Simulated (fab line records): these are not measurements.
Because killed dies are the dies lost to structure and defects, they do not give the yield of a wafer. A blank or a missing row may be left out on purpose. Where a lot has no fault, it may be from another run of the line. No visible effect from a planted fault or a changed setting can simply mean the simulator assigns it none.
Chamber matching || flow n5Finfet || rieDiel-04 running N5_BEOL_M5_ETCH_75: 4 sister chambers
The step etches underlayer in N2/H2, target depth 6.5 nm, time 5.2 s. 18 wafers are shown with their chamber, then 9 later ones without.

## WAFERS, EACH WITH ITS CHAMBER
{"wafer": "L076.2", "chamber": 1, "showerheadPlenumPTorr (Torr)": 2.60, "drypumpMotorCurrentA (A)": 6.3, "throttleValvePct (%)": 17.98}
{"wafer": "L076.3", "chamber": 0, "showerheadPlenumPTorr (Torr)": 2.62, "drypumpMotorCurrentA (A)": 5.6, "throttleValvePct (%)": 18.08}
{"wafer": "L076.5", "chamber": 2, "showerheadPlenumPTorr (Torr)": 2.49, "drypumpMotorCurrentA (A)": 6.2, "throttleValvePct (%)": 17.34}
{"wafer": "L078.2", "chamber": 1, "showerheadPlenumPTorr (Torr)": 2.60, "drypumpMotorCurrentA (A)": 6.3, "throttleValvePct (%)": 18.00}
{"wafer": "L078.5", "chamber": 1, "showerheadPlenumPTorr (Torr)": 2.60, "drypumpMotorCurrentA (A)": 6.3, "throttleValvePct (%)": 17.98}
{"wafer": "L078.6", "chamber": 3, "showerheadPlenumPTorr (Torr)": 2.61, "drypumpMotorCurrentA (A)": 5.9, "throttleValvePct (%)": 17.70}
{"wafer": "L082.1", "chamber": 3, "showerheadPlenumPTorr (Torr)": 2.61, "drypumpMotorCurrentA (A)": 5.9, "throttleValvePct (%)": 17.72}
{"wafer": "L082.3", "chamber": 0, "showerheadPlenumPTorr (Torr)": 2.62, "drypumpMotorCurrentA (A)": 5.7, "throttleValvePct (%)": 17.62}
{"wafer": "L082.5", "chamber": 1, "showerheadPlenumPTorr (Torr)": 2.60, "drypumpMotorCurrentA (A)": 6.3, "throttleValvePct (%)": 18.01}
{"wafer": "L085.1", "chamber": 1, "showerheadPlenumPTorr (Torr)": 2.60, "drypumpMotorCurrentA (A)": 6.3, "throttleValvePct (%)": 18.01}
{"wafer": "L085.2", "chamber": 3, "showerheadPlenumPTorr (Torr)": 2.61, "drypumpMotorCurrentA (A)": 5.9, "throttleValvePct (%)": 17.72}
{"wafer": "L085.6", "chamber": 1, "showerheadPlenumPTorr (Torr)": 2.60, "drypumpMotorCurrentA (A)": 6.3, "throttleValvePct (%)": 18.03}
{"wafer": "L083.1", "chamber": 1, "showerheadPlenumPTorr (Torr)": 2.60, "drypumpMotorCurrentA (A)": 6.3, "throttleValvePct (%)": 18.01}
{"wafer": "L083.3", "chamber": 3, "showerheadPlenumPTorr (Torr)": 2.60, "drypumpMotorCurrentA (A)": 5.9, "throttleValvePct (%)": 17.73}
{"wafer": "L083.4", "chamber": 0, "showerheadPlenumPTorr (Torr)": 2.62, "drypumpMotorCurrentA (A)": 5.6, "throttleValvePct (%)": 17.67}
{"wafer": "L086.3", "chamber": 3, "showerheadPlenumPTorr (Torr)": 2.60, "drypumpMotorCurrentA (A)": 5.9, "throttleValvePct (%)": 17.73}
{"wafer": "L086.4", "chamber": 3, "showerheadPlenumPTorr (Torr)": 2.60, "drypumpMotorCurrentA (A)": 5.9, "throttleValvePct (%)": 17.71}
{"wafer": "L086.5", "chamber": 0, "showerheadPlenumPTorr (Torr)": 2.62, "drypumpMotorCurrentA (A)": 5.7, "throttleValvePct (%)": 17.62}

SIGNATURES, as means of the wafers listed above
{"reading": "showerheadPlenumPTorr", "chamber 0": 2.6200, "chamber 1": 2.6000, "chamber 2": 2.4900, "chamber 3": 2.6050, "scatter within a chamber": 0.00327}
{"reading": "drypumpMotorCurrentA", "chamber 0": 5.650, "chamber 1": 6.300, "chamber 2": 6.200, "chamber 3": 5.900, "scatter within a chamber": 0.0267}
{"reading": "throttleValvePct", "chamber 0": 17.7475, "chamber 1": 18.0029, "chamber 2": 17.3400, "chamber 3": 17.7183, "scatter within a chamber": 0.104}
Rule: distance of a wafer from a chamber = root of the sum over the readings of ((wafer's reading minus chamber's mean) / reading's scatter) squared. The wafer belongs to the nearest chamber; if the next one is less than 2 further off, it can't be placed. The scatter: take each reading less its chamber's mean, square it, sum over the shown wafers, divide by the number of wafers less the number of chambers, and take the root.

## WAFERS MISSING THEIR CHAMBER
{"wafer": "L090.3", "showerheadPlenumPTorr (Torr)": 2.61, "drypumpMotorCurrentA (A)": 5.6, "throttleValvePct (%)": 17.61}
{"wafer": "L090.4", "showerheadPlenumPTorr (Torr)": 2.61, "drypumpMotorCurrentA (A)": 5.6, "throttleValvePct (%)": 17.68}
{"wafer": "L090.5", "showerheadPlenumPTorr (Torr)": 2.60, "drypumpMotorCurrentA (A)": 5.9, "throttleValvePct (%)": 17.73}
{"wafer": "L092.1", "showerheadPlenumPTorr (Torr)": 2.48, "drypumpMotorCurrentA (A)": 6.2, "throttleValvePct (%)": 17.42}
{"wafer": "L092.2", "showerheadPlenumPTorr (Torr)": 2.59, "drypumpMotorCurrentA (A)": 6.3, "throttleValvePct (%)": 17.56}
{"wafer": "L092.3", "showerheadPlenumPTorr (Torr)": 2.61, "drypumpMotorCurrentA (A)": 5.6, "throttleValvePct (%)": 17.67}
{"wafer": "L094.1", "showerheadPlenumPTorr (Torr)": 2.60, "drypumpMotorCurrentA (A)": 5.9, "throttleValvePct (%)": 17.77}
{"wafer": "L094.5", "showerheadPlenumPTorr (Torr)": 2.59, "drypumpMotorCurrentA (A)": 6.3, "throttleValvePct (%)": 17.57}
{"wafer": "L094.6", "showerheadPlenumPTorr (Torr)": 2.48, "drypumpMotorCurrentA (A)": 6.2, "throttleValvePct (%)": 17.43}

## EACH ONE'S CHAMBER
{"wafer": "L090.3", "from the rows above": 0, "in truth": 0}
{"wafer": "L090.4", "from the rows above": 0, "in truth": 0}
{"wafer": "L090.5", "from the rows above": 3, "in truth": 3}
{"wafer": "L092.1", "from the rows above": 2, "in truth": 2}
{"wafer": "L092.2", "from the rows above": 1, "in truth": 1}
{"wafer": "L092.3", "from the rows above": 0, "in truth": 0}
{"wafer": "L094.1", "from the rows above": 3, "in truth": 3}
{"wafer": "L094.5", "from the rows above": 1, "in truth": 1}
{"wafer": "L094.6", "from the rows above": 2, "in truth": 2}
Correct placement for 9 of the 9. Can't be placed from these rows: 0. Number placed wrongly: 0.
